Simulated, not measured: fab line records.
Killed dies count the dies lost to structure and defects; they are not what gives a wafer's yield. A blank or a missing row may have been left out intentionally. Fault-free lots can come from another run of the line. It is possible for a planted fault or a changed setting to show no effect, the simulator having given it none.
Split-lot study + flow n5Finfet + 21 wafers read across 7 lots, on a route 1938 steps long

## THE SPLIT ITSELF
At N5_FIN_SAQP_EXPOSE_13 (exposes mask FIN CORE, target cd 35.6 nm), the setting doseMj was moved away from the recipe's 63.25 on 8 of the 21 wafers read, by -5.7% to +6.7%. For the rest of the wafers, this setting stayed at what the recipe calls for.

## FROM THE SPLIT TO THE READING: what the file shows between them, 2 steps
- N5_FIN_SAQP_PEB_14: peb time 60 s
- N5_FIN_SAQP_DEVELOP_15: develop time 30 s

## THE READING
At N5_FIN_SAQP_CD_MEAS_16: cdNm in nanometres, against a target cd of 35.6 nm. A value of 35.5 nm with a standard deviation of 0.35 nm is what fault-free wafers of this fab line usually give.

| wafer  | tool, chamber at the split | doseMj as run | against the recipe | cdNm, nm | against lot-mates on the recipe |
|--------|----------------------------|---------------|--------------------|----------|---------------------------------|
| L079.2 | arfiScanner-02, 0          | 63.25         | recipe             | 35.7     | -                               |
| L079.5 | arfiScanner-02, 0          | 63.25         | recipe             | 34.7     | -                               |
| L079.6 | arfiScanner-02, 0          | 63.25         | recipe             | 35.1     | -                               |
| L081.1 | arfiScanner-02, 0          | 63.25         | recipe             | 35.6     | -                               |
| L081.3 | arfiScanner-02, 0          | 67.11         | +6.1%              | 34.0     | -1.6                            |
| L081.5 | arfiScanner-02, 0          | 67.11         | +6.1%              | 33.6     | -2.0                            |
| L083.1 | arfiScanner-02, 0          | 66.8          | +5.6%              | 34.3     | -1.9                            |
| L083.3 | arfiScanner-02, 0          | 63.25         | recipe             | 36.2     | -                               |
| L083.4 | arfiScanner-02, 0          | 63.25         | recipe             | 36.2     | -                               |
| L084.2 | arfiScanner-01, 0          | 63.25         | recipe             | 35.5     | -                               |
| L084.5 | arfiScanner-01, 0          | 63.25         | recipe             | 35.6     | -                               |
| L084.6 | arfiScanner-01, 0          | 63.25         | recipe             | 35.9     | -                               |
| L091.2 | arfiScanner-02, 0          | 63.25         | recipe             | 35.8     | -                               |
| L091.4 | arfiScanner-02, 0          | 67.49         | +6.7%              | 34.1     | -1.7                            |
| L091.6 | arfiScanner-02, 0          | 67.49         | +6.7%              | 34.1     | -1.7                            |
| L094.1 | arfiScanner-02, 0          | 65.58         | +3.7%              | 34.4     | -1.4                            |
| L094.2 | arfiScanner-02, 0          | 63.25         | recipe             | 35.4     | -                               |
| L094.3 | arfiScanner-02, 0          | 63.25         | recipe             | 36.1     | -                               |
| L095.1 | arfiScanner-03, 0          | 59.67         | -5.7%              | 36.7     | +1.5                            |
| L095.2 | arfiScanner-03, 0          | 59.67         | -5.7%              | 36.8     | +1.6                            |
| L095.3 | arfiScanner-03, 0          | 63.25         | recipe             | 35.2     | -                               |

FIT RESULTS
A straight line over all 21 wafers: cdNm changes by -0.24 nm for each +1% of doseMj; r = -0.91; the points scatter about the line by 0.39 nm.
The same after taking each lot's own level away (the mean of its wafers on the recipe; 21 wafers): -0.283 nm for each +1%; r = -0.97; scatter 0.25 nm.
On that fit, the largest move of doseMj shifts the reading by 1.9 nm.
The lots' own levels span 35.17 to 36.20 nm, that is 3.0 times the standard deviation above.
Thus the slope moves with the lot-to-lot level: the two fits are different.
Check: for one of the wafers moved furthest among these (+6.7%), held out of the fit, the line's prediction against its lot-mates is -1.97 nm. It came out at -1.7 nm against them.

## FILE'S OWN FIT
cdNm changes by -0.296 nm for each +1% of doseMj, r = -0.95.
